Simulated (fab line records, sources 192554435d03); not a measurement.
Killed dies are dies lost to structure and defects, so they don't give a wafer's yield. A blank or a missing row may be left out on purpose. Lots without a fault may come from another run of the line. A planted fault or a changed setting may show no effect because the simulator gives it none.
fab line records | flow n5_finfet
record lots=8 wafers=24 last_day=17
route steps=1938 shown BEOL_M4@1111 BEOL_M5@1132 PASSIVATION@1936
lots that met no fault: from a run of the same line without faults
start_h: hours from the record's first day to the start of the lot's first wafer shown | wait_h: hours since the lot's step before | " the same as in the row above | L1.1+2: a row that stands for several wafers | - no value, or no start given | * or withheld: withheld | < > ~ a bound
route shown NAME@n: a module of which the file shows steps, and the number in the route of the first | usual: mean/standard deviation of fault-free wafers | same: alike in all rows | chamber/n: place in a boat | sites: the reading at each site | _std_site: their standard deviation | _edge_site: outer sites' mean less inner sites' | radius_mm: how far each site lies from the wafer's centre | mask NAME#n: copy n | behind: the tool/chamber that last shaped the wafer | hold: why the lot was held/for how many hours/how that ended | device: the transistor (n, p or np) that didn't switch | end of line: the same wafers' tests at the end of the route | a step without rows: its recipe alone | killed: dies lost to structure and defects at the first sort, not the wafer's yield | map: a wafer's dies, x killed, . not, _ none there
set.NAME: the setting as run; set.NAME@STEP: as run at that earlier step | model.NAME: the simulator's own value behind a step, which no gauge read
steps of the route over a sample of lots; a table a step, a row a wafer
services: from which hour (start_h, from the record's first day; less than 0 if before it) a tool's chamber was out of use, for how many hours, and why
## steps
# step N5_BEOL_M4_RC_MEAS_101
# usual DIBL_N=36.3/1.4 DIBL_P=36.2/1.5 IOFF_N=0.160/0.021 IOFF_P=0.211/0.027 ION_N=676/7.7 ION_P=463/5.5 SS_N=71.4/0.57 SS_P=73.3/0.58 VT_N=249.3/2.5 VT_P=-250.1/2.6
# columns lot.wafer tool chamber start_h wait_h DIBL_N[mV/V] DIBL_P[mV/V] IOFF_N[nA/um] IOFF_P[nA/um] ION_N[uA/um] ION_P[uA/um] SS_N[mV/dec] SS_P[mV/dec] VT_N[mV] VT_P[mV]
L895.2 prober-01 0 163.00 0.2 34.3 34.3 0.147 0.183 673 460 71.0 73.4 249.2 -253.5
L895.3 " 0 " " 35.3 34.4 0.144 0.182 667 455 71.3 73.5 251.0 -253.1
L895.4 " 0 " " 36.3 35.6 0.168 0.192 679 460 72.2 73.1 247.8 -251.2
L897.3 prober-01 0 186.48 0.3 34.7 35.4 0.147 0.193 674 461 70.8 72.1 249.7 -250.8
L897.5 " 0 " " 35.4 35.5 0.154 0.193 673 457 71.6 73.2 250.8 -250.3
L897.6 " 0 " " 35.9 36.0 0.162 0.212 676 463 71.6 72.9 249.0 -249.7
L901.3 prober-01 0 205.08 0.3 38.6 37.1 0.156 0.234 668 467 71.9 73.6 252.9 -250.9
L901.4 " 0 " " 38.2 37.4 0.152 0.229 673 469 71.0 73.6 249.7 -249.4
L901.5 " 0 " " 37.8 35.5 0.137 0.201 674 461 71.8 73.1 253.1 -250.7
L905.1 prober-01 0 244.78 0.0 34.8 33.4 0.129 0.172 665 459 71.0 72.6 253.6 -249.8
L905.2 " 0 " " 37.6 37.7 0.172 0.227 680 464 71.2 73.9 246.5 -248.4
L905.6 " 0 " " 35.2 33.9 0.131 0.173 677 459 71.1 72.5 250.5 -249.7
L908.1 prober-01 0 260.55 0.0 34.9 35.2 0.158 0.207 677 462 71.9 73.0 249.8 -250.5
L908.2 " 0 " " 36.3 37.1 0.175 0.234 687 473 71.6 73.6 248.8 -247.4
L908.3 " 0 " " 35.6 36.3 0.160 0.216 682 464 71.2 73.1 248.1 -248.5
L910.1 prober-02 0 260.78 0.0 35.1 33.8 0.132 0.212 677 465 70.5 72.9 249.9 -245.2
L910.4 " 0 " " 38.3 38.1 0.192 0.283 686 475 72.5 73.9 246.7 -245.0
L910.6 " 0 " " 39.6 38.9 0.220 0.301 697 480 72.0 74.3 242.6 -244.7
L917.1 prober-01 0 308.31 0.0 36.9 37.2 0.179 0.233 680 468 71.7 73.4 249.0 -246.6
L917.3 " 0 " " 36.1 36.4 0.162 0.231 683 469 71.4 74.0 249.9 -250.1
L917.6 " 0 " " 37.2 37.9 0.189 0.242 687 471 72.7 74.3 247.6 -248.8
L918.3 prober-01 0 313.48 0.3 36.2 36.6 0.155 0.221 673 465 71.6 74.1 250.7 -249.9
L918.4 " 0 " " 35.2 34.4 0.125 0.181 660 451 70.8 73.0 253.3 -250.6
L918.6 " 0 " " 37.5 37.0 0.157 0.228 673 460 71.8 74.3 250.6 -249.8
# step N5_BEOL_M5_ETCH_62
# recipe chemistry=N2/H2 target=SOC target_depth_a=750 overetch_a=150 mask_material=SiARC temp_c=40 time_s=112.5 ion_energy_ev=200 pressure_mtorr=30 source_w=840 bias_w=150 n2_flow_sccm=200 h2_flow_sccm=200
# usual bias_w=150.0/0.5 chamber_pressure_mTorr=29.999/0.029 drypump_motor_current_A=5.7/0.54 oes_product_au=0.63/0.052 rf_fwd_power_W=836.7/2.6 rf_vpp_V=525.0/2.4 showerhead_plenum_p_Torr=2.58/0.08 throttle_valve_pct=17.74/0.19
# columns lot.wafer tool chamber start_h wait_h bias_w chamber_pressure_mTorr drypump_motor_current_A oes_product_au rf_fwd_power_W rf_hours_counter_h rf_vpp_V showerhead_plenum_p_Torr throttle_valve_pct
L895.2 rie_diel-02 1 167.31 0.0 149.8 30.001 5.8 0.55 836.4 237 523.0 2.50 18.22
L895.3 " 3 " " 150.1 30.044 4.9 0.55 835.7 231 527.9 2.61 17.91
L895.4 " 0 " " 150.3 30.002 6.1 0.61 838.0 139 526.7 2.66 17.58
L897.3 rie_diel-02 0 189.48 0.0 149.5 29.999 6.1 0.61 837.1 147 527.0 2.66 17.61
L897.5 " 2 " " 149.7 30.003 5.1 0.63 836.2 - 521.4 2.46 17.80
L897.6 " 3 " " 150.6 30.033 4.9 0.54 833.9 - 526.7 2.61 17.90
L901.3 rie_diel-01 1 208.80 0.0 150.2 30.022 5.7 0.61 838.6 143 524.2 2.55 17.77
L901.4 " 3 " " 150.7 29.973 5.5 0.69 830.3 42 525.9 2.58 17.64
L901.5 " 2 " " 150.2 30.034 4.8 0.65 841.0 - 521.7 2.46 17.43
L905.1 rie_diel-01 0 247.26 0.0 149.7 30.031 5.8 0.64 838.4 67 530.4 2.68 17.83
L905.2 " 3 " " 150.6 29.972 5.5 0.68 833.7 55 525.5 2.58 17.68
L905.6 " 3 " " 149.7 30.022 5.5 0.68 832.4 - 525.3 2.58 17.68
L908.1 rie_diel-03 2 263.25 0.0 149.4 29.987 6.4 0.67 835.4 62 527.4 2.70 17.72
L908.2 " 0 " " 149.2 30.002 5.7 0.72 836.8 41 520.4 2.49 17.30
L908.3 " 1 " " 150.2 30.038 6.6 0.56 835.7 228 526.2 2.61 17.90
L910.1 rie_diel-03 1 265.25 0.0 150.9 29.998 6.6 0.57 839.5 229 526.0 2.61 17.91
L910.4 " 2 " " 150.2 30.000 6.4 0.66 836.7 63 527.8 2.70 17.71
L910.6 " 2 " " 150.9 29.930 6.4 0.66 835.8 - 527.0 2.70 17.72
L917.1 rie_diel-01 3 310.56 0.0 150.1 30.029 5.5 0.66 833.1 75 525.6 2.57 17.71
L917.3 " 2 " " 149.8 30.000 4.9 0.62 839.1 118 520.3 2.45 17.50
L917.6 " 1 " " 151.1 30.008 5.7 0.59 839.5 - 525.6 2.54 17.82
L918.3 rie_diel-03 3 318.12 0.0 150.3 30.020 5.8 0.66 835.7 68 525.6 2.57 17.74
L918.4 " 2 " " 150.8 29.995 6.4 0.65 837.0 79 528.0 2.70 17.75
L918.6 " 3 " " 150.3 30.019 5.8 0.67 834.9 - 525.7 2.57 17.72
# step N5_BEOL_M5_INSPECT_30
# recipe mode=adi inspect_instrument=brightfield
# usual raw_defect_count=423/110
# columns lot.wafer tool chamber start_h wait_h raw_defect_count
L895.2 defect_inspect-02 - 168.06 0.0 465
L895.3 " - " " 512
L895.4 " - " " 507
L897.3 defect_inspect-01 - 192.27 0.0 452
L897.5 " - " " 382
L897.6 " - " " 396
L901.3 defect_inspect-02 - 209.55 0.0 323
L901.4 " - " " 343
L901.5 " - " " 235
L905.1 defect_inspect-01 - 250.22 0.1 279
L905.2 " - " " 418
L905.6 " - " " 489
L908.1 defect_inspect-01 - 264.17 0.1 547
L908.2 " - " " 465
L908.3 " - " " 616
L910.1 defect_inspect-01 - 266.04 0.1 490
L910.4 " - " " 428
L910.6 " - " " 499
L917.1 defect_inspect-02 - 311.48 0.1 305
L917.3 " - " " 263
L917.6 " - " " 363
L918.3 defect_inspect-01 - 319.91 0.0 383
L918.4 " - " " 376
L918.6 " - " " 386
# step N5_BEOL_M5_ETCH_68
# recipe chemistry=N2/H2 target=SOC target_depth_a=800 overetch_a=160 mask_material=SiARC temp_c=40 time_s=120 ion_energy_ev=200 pressure_mtorr=30 source_w=840 bias_w=150 n2_flow_sccm=200 h2_flow_sccm=200
# usual bias_w=150.0/0.4 chamber_pressure_mTorr=30.000/0.027 drypump_motor_current_A=5.8/0.5 oes_product_au=0.62/0.057 rf_fwd_power_W=836.1/2.7 rf_vpp_V=524.8/2.2 showerhead_plenum_p_Torr=2.58/0.08 throttle_valve_pct=17.71/0.2
# columns lot.wafer tool chamber start_h wait_h bias_w chamber_pressure_mTorr drypump_motor_current_A oes_product_au rf_fwd_power_W rf_hours_counter_h rf_vpp_V showerhead_plenum_p_Torr throttle_valve_pct
L895.2 rie_diel-02 3 168.34 0.0 150.3 30.009 4.9 0.53 836.6 231 526.9 2.61 17.90
L895.3 " 2 " " 150.2 29.998 5.1 0.62 837.5 83 521.3 2.47 17.80
L895.4 " 0 " " 150.3 30.035 6.1 0.59 834.3 140 526.5 2.66 17.58
L897.3 rie_diel-03 1 192.40 0.0 149.4 29.922 6.6 0.56 834.1 204 526.0 2.62 17.85
L897.5 " 2 " " 150.1 30.059 6.4 0.67 833.0 - 525.1 2.71 17.67
L897.6 " 3 " " 149.7 29.978 5.8 0.68 839.0 - 524.3 2.59 17.65
L901.3 rie_diel-01 0 209.67 0.0 150.0 30.068 5.8 0.64 836.2 56 527.3 2.68 17.82
L901.4 " 1 " " 150.0 29.988 5.7 0.60 840.3 143 525.2 2.55 17.75
L901.5 " 3 " " 150.3 30.042 5.5 0.67 832.6 - 526.9 2.58 17.63
L905.1 rie_diel-01 1 250.33 0.0 149.8 30.040 5.7 0.58 837.7 158 525.0 2.55 17.77
L905.2 " 3 " " 149.0 29.964 5.5 0.64 837.5 56 525.6 2.58 17.65
L905.6 " 0 " " 150.4 30.006 5.8 0.62 836.2 - 527.3 2.68 17.82
L908.1 rie_diel-02 2 264.28 0.0 149.6 30.015 5.1 0.60 839.4 110 523.8 2.46 17.83
L908.2 " 0 " " 150.2 30.009 6.1 0.57 835.8 169 526.0 2.65 17.63
L908.3 " 1 " " 149.9 30.001 5.8 0.72 838.8 9 522.7 2.49 17.79
L910.1 rie_diel-03 0 266.16 0.0 150.4 29.971 5.7 0.69 839.4 42 521.0 2.49 17.32
L910.4 " 2 " " 149.3 29.988 6.4 0.63 832.1 63 527.9 2.70 17.70
L910.6 " 3 " " 150.1 29.954 5.8 0.66 838.8 - 524.7 2.58 17.71
L917.1 rie_diel-03 0 311.59 0.0 149.4 29.951 5.7 0.67 836.8 55 521.1 2.48 17.32
L917.3 " 1 " " 149.7 30.015 6.6 0.54 835.4 243 526.4 2.61 17.93
L917.6 " 0 " " 150.4 29.999 5.7 0.67 835.7 - 521.2 2.48 17.32
L918.3 rie_diel-03 3 320.38 0.0 150.3 29.907 5.8 0.65 837.2 69 525.0 2.57 17.73
L918.4 " 2 " " 150.5 29.977 6.4 0.63 832.4 80 527.2 2.70 17.73
L918.6 " 2 " " 150.3 29.960 6.4 0.62 831.0 - 529.2 2.70 17.75
# step N5_BEOL_M5_ETCH_41
# recipe chemistry=CH3F/O2 target=SiCN target_depth_a=315 taper_deg=2 time_s=56.7 ion_energy_ev=120 mask_material=TiN pressure_mtorr=30 source_w=395 bias_w=75 Ar_flow_sccm=150 CH3F_flow_sccm=30 O2_flow_sccm=20
# usual CH3F_flow_sccm=30.00/0.08 O2_flow_sccm=20.01/0.057 drypump_motor_current_A=5.8/0.5 mfc_ar_sccm=150.0/0.49 oes_product_au=0.81/0.077 rf_fwd_power_W=391.8/1.3 rf_vpp_V=298.1/1.5 showerhead_plenum_p_Torr=2.03/0.059 throttle_valve_pct=16.23/0.23
# columns lot.wafer tool chamber start_h wait_h CH3F_flow_sccm O2_flow_sccm drypump_motor_current_A mfc_ar_sccm oes_product_au rf_fwd_power_W rf_hours_counter_h rf_vpp_V showerhead_plenum_p_Torr throttle_valve_pct
L895.2 rie_diel-02 3 168.56 - 29.92 20.00 4.9 150.2 0.69 392.0 231 298.1 2.05 16.53
L895.3 " 2 " " 30.04 20.02 5.0 150.0 0.82 389.0 83 295.6 1.94 16.34
L895.4 " 0 " " 29.89 19.90 6.1 149.9 0.76 390.0 140 297.7 2.08 15.95
L897.3 rie_diel-03 1 192.61 - 29.96 19.91 6.6 150.3 0.72 390.4 204 298.1 2.06 16.41
L897.5 " 2 " " 30.15 20.02 6.4 149.7 0.87 391.6 - 298.7 2.12 16.11
L897.6 " 3 " " 30.02 20.01 5.7 150.3 0.90 391.5 - 299.0 2.04 16.15
L901.3 rie_diel-01 0 209.88 - 30.09 19.96 5.8 149.6 0.83 395.0 56 299.5 2.12 16.40
L901.4 " 1 " " 29.93 19.96 5.7 150.3 0.77 392.6 143 299.4 2.01 16.26
L901.5 " 3 " " 29.96 19.95 5.5 150.5 0.88 391.8 - 297.7 2.04 16.18
L905.1 rie_diel-01 1 250.55 - 29.92 20.12 5.7 150.2 0.77 392.4 158 297.4 2.00 16.29
L905.2 " 3 " " 29.94 20.04 5.5 150.6 0.86 390.2 56 297.3 2.04 16.24
L905.6 " 0 " " 29.87 19.96 5.8 150.1 0.82 391.8 - 299.7 2.12 16.43
L908.1 rie_diel-02 2 264.50 - - - - - - - - - - -
L908.2 " 0 " " - - - - - - - - - -
L908.3 " 1 " " - - - - - - - - - -
L910.1 rie_diel-03 0 266.37 - - - - - - - - - - -
L910.4 " 2 " " - - - - - - - - - -
L910.6 " 3 " " - - - - - - - - - -
L917.1 rie_diel-03 0 311.81 - 29.88 20.01 5.7 149.7 0.86 390.9 55 297.6 1.95 15.83
L917.3 " 1 " " 30.06 20.06 6.6 149.5 0.70 392.1 243 298.2 2.05 16.48
L917.6 " 0 " " 29.97 20.11 5.7 149.9 0.86 392.9 - 296.0 1.95 15.83
L918.3 rie_diel-03 3 320.59 - 30.08 19.92 5.8 150.7 0.85 393.6 69 297.8 2.03 16.21
L918.4 " 2 " " 29.96 20.06 6.3 149.8 0.83 391.1 80 298.7 2.11 16.18
L918.6 " 2 " " 29.87 20.11 6.4 150.0 0.81 392.0 - 300.5 2.11 16.20
# step N5_PASSIVATION_PROBE_49
# usual defect_limited_yield=91.3/1.4 killed_at_M0_to_M3=34/10 killed_at_M4_up=13/4.8 killed_at_contacts=12/6.1 killed_at_front_end=40/11 killed_at_other=3.7/2.8 killed_dies=103/16 killed_on_rim=13/3.6 killed_open=67/12 killed_short=34/7.4 sort_bin_5_function=5.1/0.95 sort_bin_6_memory=3.2/0.62 sort_n_pass=1077/16 sort_yield_pct=91.3/1.4
# same gross_dies=1180 killed_at_back_side=0 sort_bin_4_leakage[%]=0 sort_bin_8_speed[%]=0
# columns lot.wafer tool chamber start_h wait_h defect_limited_yield[%] killed_at_M0_to_M3 killed_at_M4_up killed_at_contacts killed_at_front_end killed_at_other killed_dies killed_on_rim killed_open killed_short sort_bin_5_function[%] sort_bin_6_memory[%] sort_n_pass sort_yield_pct[%]
L908.1 prober-01 - 362.08 0.0 0 53 1071 13 41 2 1180 152 80 44 96.3 3.6 0 0
L908.2 prober-01 - 362.13 0.1 0 35 1078 16 49 2 1180 152 79 43 96.1 3.5 0 0
L908.3 prober-01 - 362.18 0.1 0 14 1092 15 53 6 1180 152 69 28 96.9 3.0 0 0
L910.1 prober-01 - 368.62 0.0 0 20 1072 10 73 5 1180 152 85 28 96.4 3.6 0 0
L910.4 prober-01 - 368.77 0.2 0 24 1111 9 26 10 1180 152 51 26 97.5 2.4 0 0
L910.6 prober-01 - 368.87 0.3 0 13 1097 12 46 12 1180 152 64 27 96.7 3.2 0 0
# killed by level:class
L908.1 BEOL_M5:area_etch=1055 STI_FIN_REVEAL:geometric_particle:open=15 BEOL_M0_SAQP:geometric_particle:short=14 MOL_CONTACT_COAG:geometric_particle:open=12 BEOL_M3:geometric_particle:open=10 BEOL_M1:geometric_particle:open=9 FIN_SAQP:geometric_particle:open=6 BEOL_M0_SAQP:geometric_particle:open=6
L908.2 BEOL_M5:area_etch=1057 MOL_CONTACT_COAG:geometric_particle:open=13 BEOL_M0_SAQP:geometric_particle:open=10 FIN_SAQP:geometric_particle:open=9 STI_FIN_REVEAL:geometric_particle:open=9 BEOL_M4:geometric_particle:short=8 FIN_SAQP:geometric_particle:short=7 BEOL_M0_SAQP:geometric_particle:short=7
L908.3 BEOL_M5:area_etch=1082 STI_FIN_REVEAL:geometric_particle:open=14 MOL_CONTACT_COAG:geometric_particle:open=12 FIN_SAQP:geometric_particle:open=7 STI_FIN_REVEAL:geometric_particle:short=5 GATE_CUT:geometric_particle:short=5 GATE_CUT:geometric_particle:open=4 BEOL_M1:geometric_particle:open=4
L910.1 BEOL_M5:area_etch=1067 FIN_SAQP:geometric_particle:open=35 STI_FIN_REVEAL:geometric_particle:open=17 FIN_SAQP:geometric_particle:short=11 MOL_CONTACT_COAG:geometric_particle:open=6 BEOL_M2:geometric_particle:open=5 MOL_CONTACT_COAG:geometric_particle:short=4 BEOL_M0_SAQP:geometric_particle:open=4
L910.4 BEOL_M5:area_etch=1103 FIN_SAQP:geometric_particle:open=15 MOL_CONTACT_COAG:geometric_particle:open=5 BEOL_M1:geometric_particle:short=5 BEOL_M2:geometric_particle:open=5 BEOL_M4:geometric_particle:open=5 MOL_CONTACT_COAG:geometric_particle:short=4 BEOL_M0:geometric_particle:short=3
L910.6 BEOL_M5:area_etch=1087 FIN_SAQP:geometric_particle:open=13 STI_FIN_REVEAL:geometric_particle:open=12 MOL_CONTACT_COAG:geometric_particle:open=8 FIN_SAQP:geometric_particle:short=7 MIM_BOT:geometric_particle:open=4 MOL_CONTACT_COAG:geometric_particle:short=4 BEOL_M1:geometric_particle:open=3
## services
# columns tool chamber start_h hours kind
rie_diel-03 3 151.46 4.3 repair
rie_diel-03 2 170.31 8.0 repair
rie_diel-02 1 210.87 - clean
rie_diel-02 1 210.87 - consumable_replace:focus_ring
rie_diel-02 1 210.87 26.1 scheduled_down
rie_diel-02 1 210.87 26.1 vent_cycle
rie_diel-03 3 214.67 3.1 repair
rie_diel-01 0 216.59 1.2 repair
rie_diel-02 - 219.04 0.7 repair
rie_diel-03 2 224.91 9.3 repair
rie_diel-03 0 240.51 12.8 repair
rie_diel-02 3 256.42 2.8 repair
rie_diel-02 3 259.42 - clean
rie_diel-02 3 259.42 - consumable_replace:focus_ring
rie_diel-02 3 259.42 25.7 scheduled_down
rie_diel-02 3 259.42 25.7 vent_cycle
rie_diel-02 2 267.02 6.3 repair
rie_diel-01 0 301.30 18.0 repair
rie_diel-01 2 304.72 3.9 repair
rie_diel-02 - 315.20 0.5 repair
## key
first_sign step=N5_BEOL_M5_ETCH_41 reading=tool_record direction=missing
effect step=N5_PASSIVATION_PROBE_49 reading=killed_at_M4_up direction=up sigmas=99+ usual=13 struck=1087
more_kills_born_at N5_BEOL_M5_ETCH_41@rie_diel-03=3257 N5_BEOL_M5_ETCH_41@rie_diel-02=3194
met_at N5_BEOL_M5_ETCH_41
struck_lots L908,L910
later_rows_left_out L908.1,L908.2,L908.3,L910.1,L910.4,L910.6
not_acting_at N5_BEOL_M5_ETCH_62,N5_BEOL_M5_INSPECT_30,N5_BEOL_M5_ETCH_68
onset_between 192.61 264.50
fault kind=skipped_step_whole tool=rie_diel-02,rie_diel-03 chamber=- onset_h=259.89 steps=N5_BEOL_M5_ETCH_41 scope=struck_lots_only
# later_rows_left_out: the simulator's readings of these wafers behind a module that went badly wrong aren't trusted and aren't shown, but for the sort
